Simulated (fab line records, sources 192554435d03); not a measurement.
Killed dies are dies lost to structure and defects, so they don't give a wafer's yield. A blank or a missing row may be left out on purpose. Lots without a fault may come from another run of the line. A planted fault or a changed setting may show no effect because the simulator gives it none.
Which tool did it? | flow n5_finfet | 6 lots, 17 wafers sampled, at 3 steps of a route of 1938

WHAT THE GAUGES READ, wafer by wafer
N5_STI_FIN_REVEAL_FIN_H_MEAS_10.
lot  | measured    | on     | trench_depth_nm (nm)
L316 | day 2 22:06 | ocd-02 | 51.7 51.1 50.9
L318 | day 3 10:00 | ocd-01 | 52.1 52.1 51.3
L320 | day 3 21:50 | ocd-02 | 51.6 52.1 51.7
L327 | day 5 15:34 | ocd-02 | 49.2 48.7
L330 | day 6 07:11 | ocd-02 | 51.4 51.2 51.6
L337 | day 8 01:30 | ocd-01 | 53.0 52.4 52.0

WHICH TOOL RAN EACH LOT (tool, then ch and the chambers of the sampled wafers, then the start)
lot  | N5_FIN_CUT_STRIP_22               | N5_STI_FIN_REVEAL_RECESS_09
L316 | rie_diel-03 ch 0,3, day 2 12:56   | vapor_etch-02 ch 0,1, day 2 19:14
L318 | rie_diel-03 ch 0,1,3, day 3 01:10 | vapor_etch-01 ch 0,1, day 3 07:18
L320 | rie_diel-06 ch 0,1, day 3 13:00   | vapor_etch-02 ch 0,1, day 3 19:40
L327 | rie_diel-06 ch 0,1, day 5 06:35   | vapor_etch-02 ch 1, day 5 12:50
L330 | rie_diel-06 ch 0,3, day 5 22:11   | vapor_etch-01 ch 0,1, day 6 04:28
L337 | rie_diel-04 ch 1,2,3, day 7 16:23 | vapor_etch-01 ch 0,1, day 7 22:48
- N5_FIN_CUT_STRIP_22: strips in N2/H2.
- N5_STI_FIN_REVEAL_RECESS_09: chemistry HF/NH3, target SiO2, afs cycles 11, target depth 42.5 nm, sublimation time 60 s.

THE ANSWER, worked out from the rows above alone
Rule: what is usual is taken from the lots themselves. Put in order of their means at a reading, lots are off if they are a third of the lots or fewer, leave a main group of 4 or more, and stand apart from it by a gap of 3 or more times the standard deviation of the main group's means; of several such gaps the widest counts. A main group whose means are all the same, to the digits that the tables above print for the reading, isn't used. A lot without any number at a reading at which 4 lots or more have one is off too. The other lots that the step has rows for count as sound.
Off: L327, at N5_STI_FIN_REVEAL_FIN_H_MEAS_10 (trench_depth_nm). The main group: mean 51.7 nm, standard deviation 0.43.
A tool fits if, at a process step before that reading, it ran every lot that is off, and no sound lot after the first of them. The gauges at N5_STI_FIN_REVEAL_FIN_H_MEAS_10 are tried like those tools. One fits: vapor_etch-02 at N5_STI_FIN_REVEAL_RECESS_09. Its last sound lot is L320 (day 3 19:40), its first lot that is off L327 (day 5 12:50): a fault that began between those two fits.

WHAT THE SIMULATOR HAD PUT IN
Process parameter drift: vapor_etch-02, from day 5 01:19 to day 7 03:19, at N5_STI_FIN_REVEAL_RECESS_09. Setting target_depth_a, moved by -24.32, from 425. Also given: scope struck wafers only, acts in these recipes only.
Lots struck among those shown: L327. The rule above found the same.
